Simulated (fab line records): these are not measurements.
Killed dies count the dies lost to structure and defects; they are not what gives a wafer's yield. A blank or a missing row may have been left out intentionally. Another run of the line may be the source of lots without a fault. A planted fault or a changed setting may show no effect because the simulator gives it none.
Lot-split experiment || flow n5-finfet || on a route of 1938 steps: 7 lots, 39 wafers read

## THE SPLIT
At N5_DUMMY_GATE_CVD_03 (deposits a-Si from SiH4, target thk 150 nm, time 8042 s), the setting temp-c was moved away from the recipe's 530 C on 30 of the 39 wafers read, by -4.0% to +4.0%. All remaining wafers had this setting at the recipe value.

Reading taken at the split's own step.

## THE READING
a-Si_of_DUMMY_GATE_CVD_03.thk-nm (the simulator's own value, which no gauge read), in nm, at N5_DUMMY_GATE_CVD_03 (deposits a-Si from SiH4, target thk 150 nm, time 8042 s). No usual value for it is given in the file. Here, 9 wafers ran the recipe; their average is 147.9 nm with a standard deviation of 0.97 nm.

{"wafer": "L075.1", "tool, chamber at the split": "lpcvd-01, 0/15", "temp-c as run, C": 530, "against the recipe": "recipe", "a-Si_of_DUMMY_GATE_CVD_03.thk-nm, nm": 148.6, "against lot-mates on the recipe": "-"}
{"wafer": "L075.2", "tool, chamber at the split": "lpcvd-01, 0/20", "temp-c as run, C": 530, "against the recipe": "recipe", "a-Si_of_DUMMY_GATE_CVD_03.thk-nm, nm": 150, "against lot-mates on the recipe": "-"}
{"wafer": "L075.5", "tool, chamber at the split": "lpcvd-01, 0/34", "temp-c as run, C": 530, "against the recipe": "recipe", "a-Si_of_DUMMY_GATE_CVD_03.thk-nm, nm": 148.4, "against lot-mates on the recipe": "-"}
{"wafer": "L078.1", "tool, chamber at the split": "-, -", "temp-c as run, C": 551.3, "against the recipe": "+4.0%", "a-Si_of_DUMMY_GATE_CVD_03.thk-nm, nm": 268.4, "against lot-mates on the recipe": "no lot-mate on the recipe"}
{"wafer": "L078.2", "tool, chamber at the split": "-, -", "temp-c as run, C": 551.3, "against the recipe": "+4.0%", "a-Si_of_DUMMY_GATE_CVD_03.thk-nm, nm": 268.8, "against lot-mates on the recipe": "no lot-mate on the recipe"}
{"wafer": "L078.3", "tool, chamber at the split": "-, -", "temp-c as run, C": 551.3, "against the recipe": "+4.0%", "a-Si_of_DUMMY_GATE_CVD_03.thk-nm, nm": 269.2, "against lot-mates on the recipe": "no lot-mate on the recipe"}
{"wafer": "L078.6", "tool, chamber at the split": "-, -", "temp-c as run, C": 551.3, "against the recipe": "+4.0%", "a-Si_of_DUMMY_GATE_CVD_03.thk-nm, nm": 269.2, "against lot-mates on the recipe": "no lot-mate on the recipe"}
{"wafer": "L078.4", "tool, chamber at the split": "-, -", "temp-c as run, C": 551.3, "against the recipe": "+4.0%", "a-Si_of_DUMMY_GATE_CVD_03.thk-nm, nm": 269, "against lot-mates on the recipe": "no lot-mate on the recipe"}
{"wafer": "L078.5", "tool, chamber at the split": "-, -", "temp-c as run, C": 551.3, "against the recipe": "+4.0%", "a-Si_of_DUMMY_GATE_CVD_03.thk-nm, nm": 268.6, "against lot-mates on the recipe": "no lot-mate on the recipe"}
{"wafer": "L079.1", "tool, chamber at the split": "-, -", "temp-c as run, C": 513.7, "against the recipe": "-3.1%", "a-Si_of_DUMMY_GATE_CVD_03.thk-nm, nm": 89.6, "against lot-mates on the recipe": "no lot-mate on the recipe"}
{"wafer": "L079.2", "tool, chamber at the split": "-, -", "temp-c as run, C": 513.7, "against the recipe": "-3.1%", "a-Si_of_DUMMY_GATE_CVD_03.thk-nm, nm": 90.2, "against lot-mates on the recipe": "no lot-mate on the recipe"}
{"wafer": "L079.3", "tool, chamber at the split": "-, -", "temp-c as run, C": 513.7, "against the recipe": "-3.1%", "a-Si_of_DUMMY_GATE_CVD_03.thk-nm, nm": 90.8, "against lot-mates on the recipe": "no lot-mate on the recipe"}
{"wafer": "L079.4", "tool, chamber at the split": "-, -", "temp-c as run, C": 513.7, "against the recipe": "-3.1%", "a-Si_of_DUMMY_GATE_CVD_03.thk-nm, nm": 91.6, "against lot-mates on the recipe": "no lot-mate on the recipe"}
{"wafer": "L079.5", "tool, chamber at the split": "-, -", "temp-c as run, C": 513.7, "against the recipe": "-3.1%", "a-Si_of_DUMMY_GATE_CVD_03.thk-nm, nm": 91.4, "against lot-mates on the recipe": "no lot-mate on the recipe"}
{"wafer": "L079.6", "tool, chamber at the split": "-, -", "temp-c as run, C": 513.7, "against the recipe": "-3.1%", "a-Si_of_DUMMY_GATE_CVD_03.thk-nm, nm": 91.4, "against lot-mates on the recipe": "no lot-mate on the recipe"}
{"wafer": "L080.1", "tool, chamber at the split": "-, -", "temp-c as run, C": 539.7, "against the recipe": "+1.8%", "a-Si_of_DUMMY_GATE_CVD_03.thk-nm, nm": 194.4, "against lot-mates on the recipe": "no lot-mate on the recipe"}
{"wafer": "L080.2", "tool, chamber at the split": "-, -", "temp-c as run, C": 539.7, "against the recipe": "+1.8%", "a-Si_of_DUMMY_GATE_CVD_03.thk-nm, nm": 193.4, "against lot-mates on the recipe": "no lot-mate on the recipe"}
{"wafer": "L080.3", "tool, chamber at the split": "-, -", "temp-c as run, C": 539.7, "against the recipe": "+1.8%", "a-Si_of_DUMMY_GATE_CVD_03.thk-nm, nm": 193.8, "against lot-mates on the recipe": "no lot-mate on the recipe"}
{"wafer": "L080.4", "tool, chamber at the split": "-, -", "temp-c as run, C": 539.7, "against the recipe": "+1.8%", "a-Si_of_DUMMY_GATE_CVD_03.thk-nm, nm": 194.2, "against lot-mates on the recipe": "no lot-mate on the recipe"}
{"wafer": "L080.5", "tool, chamber at the split": "-, -", "temp-c as run, C": 539.7, "against the recipe": "+1.8%", "a-Si_of_DUMMY_GATE_CVD_03.thk-nm, nm": 192.4, "against lot-mates on the recipe": "no lot-mate on the recipe"}
{"wafer": "L080.6", "tool, chamber at the split": "-, -", "temp-c as run, C": 539.7, "against the recipe": "+1.8%", "a-Si_of_DUMMY_GATE_CVD_03.thk-nm, nm": 194.8, "against lot-mates on the recipe": "no lot-mate on the recipe"}
{"wafer": "L082.1", "tool, chamber at the split": "-, -", "temp-c as run, C": 530, "against the recipe": "recipe", "a-Si_of_DUMMY_GATE_CVD_03.thk-nm, nm": 148, "against lot-mates on the recipe": "-"}
{"wafer": "L082.2", "tool, chamber at the split": "-, -", "temp-c as run, C": 530, "against the recipe": "recipe", "a-Si_of_DUMMY_GATE_CVD_03.thk-nm, nm": 146.6, "against lot-mates on the recipe": "-"}
{"wafer": "L082.3", "tool, chamber at the split": "-, -", "temp-c as run, C": 530, "against the recipe": "recipe", "a-Si_of_DUMMY_GATE_CVD_03.thk-nm, nm": 147.6, "against lot-mates on the recipe": "-"}
{"wafer": "L082.4", "tool, chamber at the split": "-, -", "temp-c as run, C": 530, "against the recipe": "recipe", "a-Si_of_DUMMY_GATE_CVD_03.thk-nm, nm": 147, "against lot-mates on the recipe": "-"}
{"wafer": "L082.5", "tool, chamber at the split": "-, -", "temp-c as run, C": 530, "against the recipe": "recipe", "a-Si_of_DUMMY_GATE_CVD_03.thk-nm, nm": 147.4, "against lot-mates on the recipe": "-"}
{"wafer": "L082.6", "tool, chamber at the split": "-, -", "temp-c as run, C": 530, "against the recipe": "recipe", "a-Si_of_DUMMY_GATE_CVD_03.thk-nm, nm": 147.2, "against lot-mates on the recipe": "-"}
{"wafer": "L083.1", "tool, chamber at the split": "-, -", "temp-c as run, C": 508.7, "against the recipe": "-4.0%", "a-Si_of_DUMMY_GATE_CVD_03.thk-nm, nm": 79, "against lot-mates on the recipe": "no lot-mate on the recipe"}
{"wafer": "L083.6", "tool, chamber at the split": "-, -", "temp-c as run, C": 508.7, "against the recipe": "-4.0%", "a-Si_of_DUMMY_GATE_CVD_03.thk-nm, nm": 79, "against lot-mates on the recipe": "no lot-mate on the recipe"}
{"wafer": "L083.2", "tool, chamber at the split": "-, -", "temp-c as run, C": 508.7, "against the recipe": "-4.0%", "a-Si_of_DUMMY_GATE_CVD_03.thk-nm, nm": 78.6, "against lot-mates on the recipe": "no lot-mate on the recipe"}
{"wafer": "L083.3", "tool, chamber at the split": "-, -", "temp-c as run, C": 508.7, "against the recipe": "-4.0%", "a-Si_of_DUMMY_GATE_CVD_03.thk-nm, nm": 78, "against lot-mates on the recipe": "no lot-mate on the recipe"}
{"wafer": "L083.4", "tool, chamber at the split": "-, -", "temp-c as run, C": 508.7, "against the recipe": "-4.0%", "a-Si_of_DUMMY_GATE_CVD_03.thk-nm, nm": 78.8, "against lot-mates on the recipe": "no lot-mate on the recipe"}
{"wafer": "L083.5", "tool, chamber at the split": "-, -", "temp-c as run, C": 508.7, "against the recipe": "-4.0%", "a-Si_of_DUMMY_GATE_CVD_03.thk-nm, nm": 77.8, "against lot-mates on the recipe": "no lot-mate on the recipe"}
{"wafer": "L084.1", "tool, chamber at the split": "-, -", "temp-c as run, C": 508.7, "against the recipe": "-4.0%", "a-Si_of_DUMMY_GATE_CVD_03.thk-nm, nm": 81.4, "against lot-mates on the recipe": "no lot-mate on the recipe"}
{"wafer": "L084.3", "tool, chamber at the split": "-, -", "temp-c as run, C": 508.7, "against the recipe": "-4.0%", "a-Si_of_DUMMY_GATE_CVD_03.thk-nm, nm": 81.4, "against lot-mates on the recipe": "no lot-mate on the recipe"}
{"wafer": "L084.2", "tool, chamber at the split": "-, -", "temp-c as run, C": 508.7, "against the recipe": "-4.0%", "a-Si_of_DUMMY_GATE_CVD_03.thk-nm, nm": 80.6, "against lot-mates on the recipe": "no lot-mate on the recipe"}
{"wafer": "L084.4", "tool, chamber at the split": "-, -", "temp-c as run, C": 508.7, "against the recipe": "-4.0%", "a-Si_of_DUMMY_GATE_CVD_03.thk-nm, nm": 81, "against lot-mates on the recipe": "no lot-mate on the recipe"}
{"wafer": "L084.6", "tool, chamber at the split": "-, -", "temp-c as run, C": 508.7, "against the recipe": "-4.0%", "a-Si_of_DUMMY_GATE_CVD_03.thk-nm, nm": 81, "against lot-mates on the recipe": "no lot-mate on the recipe"}
{"wafer": "L084.5", "tool, chamber at the split": "-, -", "temp-c as run, C": 508.7, "against the recipe": "-4.0%", "a-Si_of_DUMMY_GATE_CVD_03.thk-nm, nm": 81.2, "against lot-mates on the recipe": "no lot-mate on the recipe"}

THE FIT
A straight line over all 39 wafers: a-Si_of_DUMMY_GATE_CVD_03.thk-nm changes by +22.3 nm for each +1% of temp-c; r = +0.99; the points scatter about the line by 11 nm.
Too few moved wafers have a lot-mate on the recipe to fit a line with each lot's own level taken away.

## THE FILE'S OWN FIT
a-Si_of_DUMMY_GATE_CVD_03.thk-nm changes by +22.3 nm for each +1% of temp-c, r = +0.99.
